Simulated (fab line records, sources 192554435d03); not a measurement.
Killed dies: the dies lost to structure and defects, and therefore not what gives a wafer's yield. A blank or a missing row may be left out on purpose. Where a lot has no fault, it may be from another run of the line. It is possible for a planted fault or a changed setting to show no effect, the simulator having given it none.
What tool caused it? ; flow n5 finfet ; 26 wafers from 9 lots sampled at 6 of the route's 1938 steps

## WHAT THE GAUGES READ, wafer by wafer
N5_BEOL_M0_SAQP_THK_MEAS_05.
lot;measured;on;thk nm (nm)
L516;day 6 04:52;film metro-02;59.6 59.4 61.3
L517;day 6 12:16;film metro-02;59.4 60.0 60.0
L518;day 6 18:05;film metro-01;59.2 60.9 60.9
L520;day 6 23:00;film metro-02;59.2 59.6 60.0
L524;day 8 02:59;film metro-01;59.8 59.2 60.4
L529;day 9 11:55;film metro-01;61.3 61.0
L534;day 10 15:52;film metro-01;59.2 59.5 58.8
L535;day 10 19:38;film metro-01;60.2 59.8 62.0
L536;day 11 04:50;film metro-01;59.4 58.7 60.3

N5_BEOL_M0_SAQP_CD_MEAS_25: the cd target is 13.1 nm.
lot;measured;on;cd nm (nm)
L516;day 6 07:53;cd sem-03;12.75 12.75 12.48
L517;day 6 14:58;cd sem-03;12.80 13.03 13.40
L518;day 6 20:29;cd sem-02;12.80 12.51 12.45
L520;day 7 01:48;cd sem-02;12.67 12.52 12.82
L524;day 8 06:00;cd sem-02;13.03 12.74 13.13
L529;day 9 14:15;cd sem-02;7.54 12.95
L534;day 10 19:15;cd sem-03;13.03 12.75 13.06
L535;day 10 22:14;cd sem-01;12.93 13.15 12.74
L536;day 11 07:15;cd sem-02;13.19 12.62 12.73

N5_BEOL_M4_RC_MEAS_101.
lot;measured;on;DIBL_N (mV/V);DIBL_P (mV/V);IOFF_N (nA/um);IOFF_P (nA/um);ION_N (uA/um);ION_P (uA/um);SS_N (mV/dec);SS_P (mV/dec);VT_N (mV);VT_P (mV)
L516;day 8 19:38;prober-01;37.7 32.4 36.1;39.0 32.8 37.3;0.21 0.11 0.18;0.24 0.15 0.21;684 666 682;467 458 465;72.2 70.6 71.9;74.0 72.1 73.8;244.9 253.1 246.9;-249 -256 -250
L517;day 8 22:56;prober-02;38.7 35.8 34.1;40.6 36.7 33.8;0.22 0.14 0.12;0.26 0.18 0.15;701 676 667;473 455 454;72.0 71.4 71.0;74.6 73.2 72.5;242.9 251.4 251.3;-248 -256 -256
L518;day 9 10:14;prober-02;36.0 37.9 35.0;36.5 39.2 35.4;0.17 0.21 0.15;0.24 0.29 0.21;691 684 684;468 471 469;71.0 71.7 70.8;73.2 74.4 73.2;248.1 245.2 249.1;-247 -246 -249
L520;day 9 19:16;prober-02;36.6 37.9 38.8;35.3 38.5 38.1;0.14 0.18 0.19;0.16 0.22 0.21;663 684 681;449 464 463;72.0 72.4 71.7;72.9 74.1 74.2;253.8 248.7 249.6;-254 -253 -253
L524;day 10 19:43;prober-02;35.7 38.2 34.0;37.0 41.7 35.3;0.14 0.21 0.13;0.18 0.25 0.17;663 690 665;455 469 462;72.0 71.6 70.7;73.9 75.1 73.4;250.1 245.4 251.2;-254 -252 -255
L529;day 12 18:13;prober-02;36.9;39.4;0.18;0.22;683;467;71.5;73.8;246.6;-250
L534;day 14 01:49;prober-02;35.7 35.8 37.6;35.8 34.0 37.0;0.15 0.15 0.17;0.21 0.19 0.22;669 673 674;465 461 468;71.6 72.0 72.0;73.1 72.5 73.2;250.2 251.8 251.1;-251 -252 -249
L535;day 14 06:01;prober-01;38.4 37.4 37.3;37.9 36.2 35.7;0.20 0.18 0.17;0.24 0.22 0.21;695 678 666;469 461 461;72.2 72.0 71.5;74.3 73.4 73.1;243.4 247.8 249.1;-249 -251 -252
L536;day 14 10:52;prober-02;39.5 40.7 37.4;39.0 38.9 35.8;0.18 0.21 0.16;0.24 0.24 0.20;664 678 680;463 461 461;71.9 73.2 71.3;73.9 74.5 73.8;249.3 247.9 250.8;-248 -247 -250

## TOOL THAT RAN EACH LOT (tool first, then ch and the chambers of the sampled wafers, then the start)
lot;N5_BEOL_M0_SAQP_PECVD_97;N5_BEOL_M0_SAQP_SPACER1_ALD_98;N5_BEOL_M0_SAQP_ETCH_107
L516;pecvd-03 ch 0,1,2, day 6 04:44;ald sin-04 ch 0,2,3, day 6 07:13;rie diel-02 ch 0,1,2, day 6 08:40
L517;pecvd-04 ch 1,2, day 6 12:07;ald sin-02 ch 1,2, day 6 14:05;rie diel-02 ch 0,1,2, day 6 15:43
L518;pecvd-04 ch 0,1,2, day 6 17:56;ald sin-04 ch 1,2,3, day 6 19:48;rie diel-06 ch 1,2, day 6 21:15
L520;pecvd-02 ch 1,2, day 6 22:52;ald sin-01 ch 0,1,2, day 7 01:08;rie diel-04 ch 0,1,3, day 7 02:34
L524;pecvd-04 ch 0,1, day 8 02:48;ald sin-01 ch 0,2,3, day 8 05:17;rie diel-04 ch 0,1, day 8 06:46
L529;pecvd-03 ch 0,1, day 9 11:44;ald sin-01 ch 0,1, day 9 13:35;rie diel-06 ch 0,1, day 9 15:07
L534;pecvd-02 ch 0,1,2, day 10 15:44;ald sin-04 ch 0,1,3, day 10 18:14;rie diel-02 ch 0,2,3, day 10 20:05
L535;pecvd-04 ch 0,1, day 10 19:31;ald sin-04 ch 0,1,2, day 10 21:34;rie diel-04 ch 1,2,3, day 10 23:01
L536;pecvd-03 ch 1,2, day 11 04:41;ald sin-04 ch 0,1,2, day 11 06:35;rie diel-02 ch 0,2,3, day 11 08:01
- N5_BEOL_M0_SAQP_PECVD_97: deposits SiNx from SiH4/NH3/N2, target thk 23 nm, time 19.9 s.
- N5_BEOL_M0_SAQP_SPACER1_ALD_98: deposits SiO2, target thk 12.8 nm, pulse time 1 s, purge time 2 s.
- N5_BEOL_M0_SAQP_ETCH_107: etches SiNx in CH3F/O2, target depth 30 nm.

## WHAT THE TOOLS THEMSELVES READ (means of the sampled wafers that have a number; where no wafer has one, the mark that the record gives instead)
N5_BEOL_M0_SAQP_PECVD_97.
lot;tool;heater power w (W);showerhead plenum p Torr (Torr);throttle valve pct (%)
L516;pecvd-03;555;5.17;39.1
L517;pecvd-04;582;5.18;42.2
L518;pecvd-04;541;5.18;42.3
L520;pecvd-02;475;5.16;38.2
L524;pecvd-04;501;5.18;42.2
L529;pecvd-03;636;5.14;38.3
L534;pecvd-02;541;5.14;38.8
L535;pecvd-04;502;5.18;42.4
L536;pecvd-03;537;5.16;38.1

N5_BEOL_M0_SAQP_SPACER1_ALD_98.
lot;tool;heater power w (W);precursor pulse height rel
L516;ald sin-04;538;1.004
L517;ald sin-02;474;1.003
L518;ald sin-04;528;0.979
L520;ald sin-01;466;0.996
L524;ald sin-01;436;0.991
L529;ald sin-01;470;1.010
L534;ald sin-04;516;0.995
L535;ald sin-04;534;1.003
L536;ald sin-04;527;1.005

N5_BEOL_M0_SAQP_ETCH_107.
lot;tool;O2_flow_sccm (sccm);drypump motor current A (A);oes product au (a.u.);rf vpp V (V);showerhead plenum p Torr (Torr);throttle valve pct (%)
L516;rie diel-02;19.96;5.9;0.81;300;1.99;16.42
L517;rie diel-02;19.96;5.9;0.81;300;1.98;16.40
L518;rie diel-06;20.02;6.0;0.71;297;1.95;16.39
L520;rie diel-04;20.00;5.9;0.74;298;1.97;16.47
L524;rie diel-04;20.07;6.0;0.67;294;1.95;16.67
L529;rie diel-06;19.98;5.9;0.94;299;2.09;16.08
L534;rie diel-02;20.01;5.9;0.81;296;1.99;16.39
L535;rie diel-04;19.99;5.5;0.76;298;2.04;16.44
L536;rie diel-02;19.95;5.9;0.81;297;1.99;16.39

## THE ANSWER, worked out from the rows above alone
Rule: what is usual is taken from the lots themselves. The widest of any qualifying gaps counts: lots, ordered by their means at a reading, are off when they make up no more than a third of the lots, leave a main group of 4 or more, and stand apart from it by 3 or more times the standard deviation of that group's means. Not used: any main group whose means are identical at the precision the tables above print for the reading. A lot without any number at a reading at which 4 lots or more have one is off too. The other lots that the step has rows for count as sound. The gauges are gone through in route order, then the tools' own readings, and for those a lot's mean is taken as printed above. At the first step where some lot is off, the reading lying furthest off is the one used; lots without a number count as furthest.
Off: L529, at N5_BEOL_M0_SAQP_CD_MEAS_25 (cd nm). Mean 12.84 nm and standard deviation 0.17 in the main group.
If a tool, at a process step before that reading, ran all the lots that are off and no sound lot after the first of them, it fits. The gauges at N5_BEOL_M0_SAQP_CD_MEAS_25 aren't tried: what is off there is off at N5_BEOL_M0_SAQP_ETCH_107 too, on other tools, and a gauge's error can't cause that. One candidate fits, namely ald sin-01 at N5_BEOL_M0_SAQP_SPACER1_ALD_98. A fault onset in the window from L524 (day 8 05:17, its last sound lot) to L529 (day 9 13:35, its first lot off) fits.

## WHAT WAS PUT IN BY THE SIMULATOR
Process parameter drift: ald sin-01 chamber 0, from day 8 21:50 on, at N5_BEOL_M0_SAQP_SPACER1_ALD_98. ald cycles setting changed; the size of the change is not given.
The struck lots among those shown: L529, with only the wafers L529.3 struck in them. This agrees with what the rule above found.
